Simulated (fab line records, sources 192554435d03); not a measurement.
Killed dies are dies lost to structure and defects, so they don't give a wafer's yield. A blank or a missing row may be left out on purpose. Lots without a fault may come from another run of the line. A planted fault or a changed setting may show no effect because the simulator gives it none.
Which tool did it? | flow n5_finfet | 10 lots, 29 wafers sampled, at 5 steps of a route of 1938

WHAT THE GAUGES READ, wafer by wafer
N5_BEOL_M15_RS_MEAS_54: measures by four-point-probe.
lot  | measured     | on            | M15_RS (ohm/sq)
L282 | day 12 08:21 | film_metro-02 | 0.0214 0.02132 0.02144
L285 | day 12 15:08 | film_metro-01 | 0.02149 0.02149 0.02139
L283 | day 12 20:29 | film_metro-01 | 0.02115 0.02187 0.02129
L284 | day 13 06:55 | film_metro-02 | 0.02171 0.02168 0.02141
L288 | day 13 18:48 | film_metro-02 | 0.02191 0.02197 0.02168
L289 | day 13 19:19 | film_metro-02 | 0.02092 0.02152
L296 | day 16 18:22 | film_metro-02 | 0.02137 0.02124 0.02119
L300 | day 16 21:31 | film_metro-02 | 0.02136 0.02136 0.02059
L302 | day 17 17:52 | film_metro-02 | 0.02132 0.02175 0.02155
L304 | day 18 04:39 | film_metro-02 | 0.02123 0.02216 0.02173

WHICH TOOL RAN EACH LOT (tool, then ch and the chambers of the sampled wafers, then the start)
lot  | N5_BEOL_M15_TRENCH_ETCH_34         | N5_BEOL_M15_SPUTTER_43       | N5_BEOL_M15_SPUTTER_44       | N5_BEOL_M15_CMP_49
L282 | rie_diel-03 ch 1,3, day 12 00:16   | pvd_sputter-01, day 12 02:56 | pvd_sputter-01, day 12 03:01 | cmp-04 ch 1,3, day 12 07:55
L285 | rie_diel-06 ch 0,2, day 12 11:52   | pvd_sputter-02, day 12 13:12 | pvd_sputter-02, day 12 13:17 | cmp-02 ch 0,1,2, day 12 14:49
L283 | rie_diel-06 ch 2,3, day 12 16:29   | pvd_sputter-02, day 12 19:10 | pvd_sputter-02, day 12 19:15 | cmp-04 ch 0,2,3, day 12 20:04
L284 | rie_diel-06 ch 0,2, day 12 19:02   | pvd_sputter-01, day 13 05:40 | pvd_sputter-01, day 13 05:45 | cmp-02 ch 1,2,3, day 13 06:29
L288 | rie_diel-03 ch 2,3, day 13 15:45   | pvd_sputter-03, day 13 17:32 | pvd_sputter-03, day 13 17:37 | cmp-02 ch 0,2, day 13 18:23
L289 | rie_diel-04 ch 0,3, day 13 16:06   | pvd_sputter-02, day 13 18:04 | pvd_sputter-02, day 13 18:09 | cmp-02 ch 2, day 13 18:53
L296 | rie_diel-06 ch 0,1,2, day 16 13:35 | pvd_sputter-03, day 16 16:52 | pvd_sputter-03, day 16 16:56 | cmp-01 ch 0,1, day 16 17:56
L300 | rie_diel-04 ch 0,1,3, day 16 16:04 | pvd_sputter-02, day 16 20:07 | pvd_sputter-02, day 16 20:12 | cmp-02 ch 0,1,3, day 16 21:05
L302 | rie_diel-03 ch 0,1, day 17 14:18   | pvd_sputter-02, day 17 16:37 | pvd_sputter-02, day 17 16:42 | cmp-02 ch 0,1,2, day 17 17:27
L304 | rie_diel-03 ch 0,2,3, day 17 23:39 | pvd_sputter-02, day 18 03:16 | pvd_sputter-02, day 18 03:20 | cmp-01 ch 0,2,3, day 18 04:16
- N5_BEOL_M15_TRENCH_ETCH_34: etches SiO2 in C4F8/O2/Ar, target depth 872.93 nm, time 199 s.
- N5_BEOL_M15_SPUTTER_43: material TaN, target thk 15 nm, time 24.19 s.
- N5_BEOL_M15_SPUTTER_44: material Ta, target thk 15 nm, time 24.19 s.
- N5_BEOL_M15_CMP_49: polishes, stops on SiO2, t overpolish 4.9 s, target thk 850 nm.

WHAT THE TOOLS THEMSELVES READ (means of the sampled wafers that have a number; where no wafer has one, the mark that the record gives instead)
N5_BEOL_M15_TRENCH_ETCH_34.
lot  | tool        | bias_w (W) | drypump_motor_current_A (A) | oes_product_au (a.u.) | rf_vpp_V (V) | showerhead_plenum_p_Torr (Torr) | throttle_valve_pct (%)
L282 | rie_diel-03 | 2043       | 5.3                         | 0.85                  | 2231         | 3.58                            | 30.70
L285 | rie_diel-06 | 2045       | 5.6                         | 0.85                  | 2235         | 3.48                            | 31.05
L283 | rie_diel-06 | 2032       | 5.7                         | 0.82                  | 2217         | 3.41                            | 31.12
L284 | rie_diel-06 | 2035       | 5.6                         | 0.83                  | 2237         | 3.47                            | 31.04
L288 | rie_diel-03 | 2039       | 5.5                         | 0.84                  | 2197         | 3.44                            | 30.70
L289 | rie_diel-04 | 2040       | 5.7                         | 0.83                  | 2229         | 3.48                            | 30.88
L296 | rie_diel-06 | 2047       | 5.6                         | 0.84                  | 2231         | 3.47                            | 31.00
L300 | rie_diel-04 | 2048       | 5.5                         | 0.78                  | 2221         | 3.44                            | 30.94
L302 | rie_diel-03 | 2040       | 5.9                         | 0.80                  | 2225         | 3.52                            | 30.80
L304 | rie_diel-03 | 2040       | 5.6                         | 0.84                  | 2203         | 3.53                            | 30.80

N5_BEOL_M15_SPUTTER_43.
lot  | tool           | throttle_valve_pct (%)
L282 | pvd_sputter-01 | 29.6
L285 | pvd_sputter-02 | 30.7
L283 | pvd_sputter-02 | 30.2
L284 | pvd_sputter-01 | 30.2
L288 | pvd_sputter-03 | 30.9
L289 | pvd_sputter-02 | 30.5
L296 | pvd_sputter-03 | 29.8
L300 | pvd_sputter-02 | 30.3
L302 | pvd_sputter-02 | 30.8
L304 | pvd_sputter-02 | 30.0

N5_BEOL_M15_SPUTTER_44.
lot  | tool           | throttle_valve_pct (%)
L282 | pvd_sputter-01 | 29.6
L285 | pvd_sputter-02 | 30.6
L283 | pvd_sputter-02 | 30.2
L284 | pvd_sputter-01 | 30.2
L288 | pvd_sputter-03 | 30.9
L289 | pvd_sputter-02 | 30.5
L296 | pvd_sputter-03 | 29.8
L300 | pvd_sputter-02 | 30.3
L302 | pvd_sputter-02 | 30.8
L304 | pvd_sputter-02 | 30.0

N5_BEOL_M15_CMP_49.
lot  | tool   | barrier_field_endpoint_s (s) | head_pressure_psi (psi) | motor_current_A (A)
L282 | cmp-04 | 11.16                        | 2.003                   | 7.0
L285 | cmp-02 | 11.41                        | 2.001                   | 7.6
L283 | cmp-04 | 11.55                        | 2.004                   | 8.1
L284 | cmp-02 | 11.08                        | 1.995                   | 7.6
L288 | cmp-02 | 11.34                        | 1.999                   | 8.0
L289 | cmp-02 | 11.86                        | 2.000                   | 8.1
L296 | cmp-01 | 11.42                        | 2.002                   | 7.9
L300 | cmp-02 | 11.41                        | 1.998                   | 7.2
L302 | cmp-02 | 11.31                        | 2.000                   | 7.8
L304 | cmp-01 | 11.12                        | 2.003                   | 8.1

THE ANSWER, worked out from the rows above alone
Rule: what is usual is taken from the lots themselves. Put in order of their means at a reading, lots are off if they are a third of the lots or fewer, leave a main group of 4 or more, and stand apart from it by a gap of 3 or more times the standard deviation of the main group's means; of several such gaps the widest counts. A main group whose means are all the same, to the digits that the tables above print for the reading, isn't used. A lot without any number at a reading at which 4 lots or more have one is off too. The other lots that the step has rows for count as sound. The gauges are gone through in route order, then the tools' own readings, and for those a lot's mean is taken as printed above. The first step at which some lot is off is used, and at that step the reading that is off furthest; a lot without a number counts as furthest.
No lot is off at any reading shown: from this, nothing can be told.

WHAT THE SIMULATOR HAD PUT IN
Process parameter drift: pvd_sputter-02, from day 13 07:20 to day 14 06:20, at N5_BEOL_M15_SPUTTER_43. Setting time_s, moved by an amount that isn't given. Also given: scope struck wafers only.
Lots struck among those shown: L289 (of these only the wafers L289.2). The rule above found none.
